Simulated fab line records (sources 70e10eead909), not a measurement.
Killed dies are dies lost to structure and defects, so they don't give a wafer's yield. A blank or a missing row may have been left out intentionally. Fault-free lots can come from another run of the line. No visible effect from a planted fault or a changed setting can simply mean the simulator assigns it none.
Which tool is to blame? || flow nand-harc || 15 lots, 45 wafers sampled, at 5 steps of a route of 1302

== WHAT THE GAUGES SHOWED, per wafer ==
NHARC_END_SORT_01. Usual: killed-at-array 62, standard deviation 22; killed-at-other 1.0, standard deviation 1.4; killed-at-periphery 4.2, standard deviation 2.8; killed-dies 67, standard deviation 23; killed-open 3.1, standard deviation 1.7; killed-short 2.1, standard deviation 1.5.
{"lot": "L567", "measured": "day 30 22:27", "on": "prober-02", "killed-at-array": "43 46 45", "killed-at-other": "3 2 1", "killed-at-periphery": "593 601 601", "killed-dies": "639 649 647", "killed-open": "4 2 5", "killed-short": "3 4 2", "flag": "OFF"}
{"lot": "L568", "measured": "day 31 11:38", "on": "prober-01", "killed-at-array": "33 32 34", "killed-at-other": "0 0 0", "killed-at-periphery": "612 614 612", "killed-dies": "645 646 646", "killed-open": "3 5 4", "killed-short": "2 0 2", "flag": "OFF"}
{"lot": "L569", "measured": "day 32 04:36", "on": "prober-01", "killed-at-array": "119 85 94", "killed-at-other": "0 0 0", "killed-at-periphery": "524 557 550", "killed-dies": "643 642 644", "killed-open": "3 0 2", "killed-short": "2 1 2", "flag": "OFF"}

== WHAT TOOL EACH LOT RAN ON (gives the tool, then ch and the chambers of the sampled wafers, and finally the start) ==
{"lot": "L551", "NHARC_P_GATE_SPUTTER_78": "pvd-sputter-01, day 5 19:34", "NHARC_A_M1_CMP_23": "cmp-03 ch 1,2,3, day 23 20:28", "NHARC_A_BONDPAD_DEP_00": "pecvd-02 ch 1,2, day 23 21:40", "NHARC_THIN_TSV_PRE_CLEAN_54": "pvd-sputter-03, day 24 16:19"}
{"lot": "L552", "NHARC_P_GATE_SPUTTER_78": "pvd-sputter-03, day 6 02:25", "NHARC_A_M1_CMP_23": "cmp-03 ch 1,2, day 23 18:04", "NHARC_A_BONDPAD_DEP_00": "pecvd-03 ch 0,1, day 23 19:17", "NHARC_THIN_TSV_PRE_CLEAN_54": "pvd-sputter-02, day 24 17:27"}
{"lot": "L554", "NHARC_P_GATE_SPUTTER_78": "pvd-sputter-02, day 7 01:22", "NHARC_A_M1_CMP_23": "cmp-01 ch 0,1,3, day 23 21:00", "NHARC_A_BONDPAD_DEP_00": "pecvd-02 ch 0,1,2, day 23 22:08", "NHARC_THIN_TSV_PRE_CLEAN_54": "pvd-sputter-02, day 24 20:52"}
{"lot": "L555", "NHARC_P_GATE_SPUTTER_78": "pvd-sputter-02, day 7 09:04", "NHARC_A_M1_CMP_23": "cmp-03 ch 0,1,2, day 24 07:38", "NHARC_A_BONDPAD_DEP_00": "pecvd-03 ch 0,1,2, day 24 08:50", "NHARC_THIN_TSV_PRE_CLEAN_54": "pvd-sputter-03, day 25 07:29"}
{"lot": "L556", "NHARC_P_GATE_SPUTTER_78": "pvd-sputter-02, day 7 23:53", "NHARC_A_M1_CMP_23": "cmp-04 ch 0,1,2, day 25 20:21", "NHARC_A_BONDPAD_DEP_00": "pecvd-01 ch 0,1,2, day 25 21:34", "NHARC_THIN_TSV_PRE_CLEAN_54": "pvd-sputter-02, day 26 17:45"}
{"lot": "L559", "NHARC_P_GATE_SPUTTER_78": "pvd-sputter-01, day 9 13:16", "NHARC_A_M1_CMP_23": "cmp-04 ch 0,3, day 26 22:01", "NHARC_A_BONDPAD_DEP_00": "pecvd-02 ch 0,2, day 26 23:11", "NHARC_THIN_TSV_PRE_CLEAN_54": "pvd-sputter-01, day 27 21:13"}
{"lot": "L561", "NHARC_P_GATE_SPUTTER_78": "pvd-sputter-01, day 10 01:43", "NHARC_A_M1_CMP_23": "cmp-01 ch 1,3, day 27 01:49", "NHARC_A_BONDPAD_DEP_00": "pecvd-01 ch 0,1,2, day 27 03:00", "NHARC_THIN_TSV_PRE_CLEAN_54": "pvd-sputter-01, day 28 03:55"}
{"lot": "L562", "NHARC_P_GATE_SPUTTER_78": "pvd-sputter-03, day 10 06:02", "NHARC_A_M1_CMP_23": "cmp-03 ch 1,2, day 27 03:05", "NHARC_A_BONDPAD_DEP_00": "pecvd-02 ch 0,1,2, day 27 04:16", "NHARC_THIN_TSV_PRE_CLEAN_54": "pvd-sputter-03, day 28 02:38"}
{"lot": "L563", "NHARC_P_GATE_SPUTTER_78": "pvd-sputter-02, day 10 15:07", "NHARC_A_M1_CMP_23": "cmp-03 ch 0,1, day 27 16:56", "NHARC_A_BONDPAD_DEP_00": "pecvd-02 ch 0,1,2, day 27 18:06", "NHARC_THIN_TSV_PRE_CLEAN_54": "pvd-sputter-01, day 28 17:10"}
{"lot": "L565", "NHARC_P_GATE_SPUTTER_78": "pvd-sputter-03, day 11 20:46", "NHARC_A_M1_CMP_23": "cmp-03 ch 0,2,3, day 28 23:53", "NHARC_A_BONDPAD_DEP_00": "pecvd-01 ch 1,2, day 29 01:03", "NHARC_THIN_TSV_PRE_CLEAN_54": "pvd-sputter-02, day 29 23:43"}
{"lot": "L567", "NHARC_P_GATE_SPUTTER_78": "pvd-sputter-03, day 12 11:29", "NHARC_A_M1_CMP_23": "-", "NHARC_A_BONDPAD_DEP_00": "-", "NHARC_THIN_TSV_PRE_CLEAN_54": "-"}
{"lot": "L568", "NHARC_P_GATE_SPUTTER_78": "pvd-sputter-03, day 12 20:09", "NHARC_A_M1_CMP_23": "-", "NHARC_A_BONDPAD_DEP_00": "-", "NHARC_THIN_TSV_PRE_CLEAN_54": "-"}
{"lot": "L569", "NHARC_P_GATE_SPUTTER_78": "pvd-sputter-02, day 13 15:47", "NHARC_A_M1_CMP_23": "-", "NHARC_A_BONDPAD_DEP_00": "-", "NHARC_THIN_TSV_PRE_CLEAN_54": "-"}
{"lot": "L571", "NHARC_P_GATE_SPUTTER_78": "pvd-sputter-01, day 14 01:20", "NHARC_A_M1_CMP_23": "cmp-01 ch 2,3, day 30 19:31", "NHARC_A_BONDPAD_DEP_00": "pecvd-03 ch 1,2, day 30 20:41", "NHARC_THIN_TSV_PRE_CLEAN_54": "pvd-sputter-01, day 31 18:29"}
{"lot": "L574", "NHARC_P_GATE_SPUTTER_78": "pvd-sputter-01, day 15 10:26", "NHARC_A_M1_CMP_23": "cmp-01 ch 0,1,3, day 32 22:35", "NHARC_A_BONDPAD_DEP_00": "pecvd-02 ch 1,2, day 32 23:43", "NHARC_THIN_TSV_PRE_CLEAN_54": "pvd-sputter-03, day 34 22:48"}
- NHARC_P_GATE_SPUTTER_78: material Ni, target thk 10 nm.
- NHARC_A_M1_CMP_23: polishes, t overpolish 20 s, target thk 154.34 nm.
- NHARC_A_BONDPAD_DEP_00: deposits SiCN, target thk 250 nm.
- NHARC_THIN_TSV_PRE_CLEAN_54: time 30 s.

== WHAT THE TOOLS THEMSELVES READ (means of the sampled wafers that have a number; where no wafer has one, the mark that the record gives instead) ==
NHARC_A_M1_CMP_23. Usual: motor-current-A 12.2 A, standard deviation 1.3; time-to-endpoint-s 29.1 s, standard deviation 2.7.
{"lot": "L551", "tool": "cmp-03", "motor-current-A (A)": 11.4, "time-to-endpoint-s (s)": 30.9, "flag": ""}
{"lot": "L552", "tool": "cmp-03", "motor-current-A (A)": 10.4, "time-to-endpoint-s (s)": 29.4, "flag": ""}
{"lot": "L554", "tool": "cmp-01", "motor-current-A (A)": 12.4, "time-to-endpoint-s (s)": 25.5, "flag": ""}
{"lot": "L555", "tool": "cmp-03", "motor-current-A (A)": 10.7, "time-to-endpoint-s (s)": 33.8, "flag": ""}
{"lot": "L556", "tool": "cmp-04", "motor-current-A (A)": 13.6, "time-to-endpoint-s (s)": 27.0, "flag": ""}
{"lot": "L559", "tool": "cmp-04", "motor-current-A (A)": 12.1, "time-to-endpoint-s (s)": 32.4, "flag": ""}
{"lot": "L561", "tool": "cmp-01", "motor-current-A (A)": 13.0, "time-to-endpoint-s (s)": 30.5, "flag": ""}
{"lot": "L562", "tool": "cmp-03", "motor-current-A (A)": 10.9, "time-to-endpoint-s (s)": 28.2, "flag": ""}
{"lot": "L563", "tool": "cmp-03", "motor-current-A (A)": 11.2, "time-to-endpoint-s (s)": 29.5, "flag": ""}
{"lot": "L565", "tool": "cmp-03", "motor-current-A (A)": 11.0, "time-to-endpoint-s (s)": 28.2, "flag": ""}
{"lot": "L571", "tool": "cmp-01", "motor-current-A (A)": 13.5, "time-to-endpoint-s (s)": 32.2, "flag": ""}
{"lot": "L574", "tool": "cmp-01", "motor-current-A (A)": 13.0, "time-to-endpoint-s (s)": 28.8, "flag": ""}

NHARC_A_BONDPAD_DEP_00. Usual: 580 W for heater-power-w, sd 99.
{"lot": "L551", "tool": "pecvd-02", "heater-power-w (W)": 618, "flag": ""}
{"lot": "L552", "tool": "pecvd-03", "heater-power-w (W)": 426, "flag": ""}
{"lot": "L554", "tool": "pecvd-02", "heater-power-w (W)": 611, "flag": ""}
{"lot": "L555", "tool": "pecvd-03", "heater-power-w (W)": 473, "flag": ""}
{"lot": "L556", "tool": "pecvd-01", "heater-power-w (W)": 553, "flag": ""}
{"lot": "L559", "tool": "pecvd-02", "heater-power-w (W)": 747, "flag": ""}
{"lot": "L561", "tool": "pecvd-01", "heater-power-w (W)": 566, "flag": ""}
{"lot": "L562", "tool": "pecvd-02", "heater-power-w (W)": 646, "flag": ""}
{"lot": "L563", "tool": "pecvd-02", "heater-power-w (W)": 704, "flag": ""}
{"lot": "L565", "tool": "pecvd-01", "heater-power-w (W)": 594, "flag": ""}
{"lot": "L571", "tool": "pecvd-03", "heater-power-w (W)": 495, "flag": ""}
{"lot": "L574", "tool": "pecvd-02", "heater-power-w (W)": 659, "flag": ""}

NHARC_THIN_TSV_PRE_CLEAN_54. Usual: 409 W for heater-power-w, sd 40.
{"lot": "L551", "tool": "pvd-sputter-03", "heater-power-w (W)": 419, "flag": ""}
{"lot": "L552", "tool": "pvd-sputter-02", "heater-power-w (W)": 438, "flag": ""}
{"lot": "L554", "tool": "pvd-sputter-02", "heater-power-w (W)": 414, "flag": ""}
{"lot": "L555", "tool": "pvd-sputter-03", "heater-power-w (W)": 403, "flag": ""}
{"lot": "L556", "tool": "pvd-sputter-02", "heater-power-w (W)": 421, "flag": ""}
{"lot": "L559", "tool": "pvd-sputter-01", "heater-power-w (W)": 382, "flag": ""}
{"lot": "L561", "tool": "pvd-sputter-01", "heater-power-w (W)": 407, "flag": ""}
{"lot": "L562", "tool": "pvd-sputter-03", "heater-power-w (W)": 420, "flag": ""}
{"lot": "L563", "tool": "pvd-sputter-01", "heater-power-w (W)": 443, "flag": ""}
{"lot": "L565", "tool": "pvd-sputter-02", "heater-power-w (W)": 423, "flag": ""}
{"lot": "L571", "tool": "pvd-sputter-01", "heater-power-w (W)": 415, "flag": ""}
{"lot": "L574", "tool": "pvd-sputter-03", "heater-power-w (W)": 401, "flag": ""}

== THE ANSWER, worked out from the rows above alone ==
Rule: take the mean of a lot's wafers that have a number; if it is more than 3 standard deviations from the usual mean, the lot is off. A lot without any number at a reading at which 4 lots or more have one is off too. Any other lot the step has rows for is counted as sound. After the gauges, taken in route order, come the tools' own readings; for these a lot's mean is taken, as printed above. At the first step where some lot is off, the reading lying furthest off is the one used; lots without a number count as furthest.
Off at NHARC_END_SORT_01 (killed-at-periphery): L567, L568, L569. Neither off nor sound, because the step has no rows for them: L551, L552, L554, L555, L556, L559, L561, L562, L563, L565, L571, L574.
A tool fits if, at a process step before that reading, it ran every lot that is off, and no sound lot after the first of them. Those tools and the gauges at NHARC_END_SORT_01 are tried in the same way. No candidate that was tried fits.

== WHAT THE SIMULATOR HAD INSERTED ==
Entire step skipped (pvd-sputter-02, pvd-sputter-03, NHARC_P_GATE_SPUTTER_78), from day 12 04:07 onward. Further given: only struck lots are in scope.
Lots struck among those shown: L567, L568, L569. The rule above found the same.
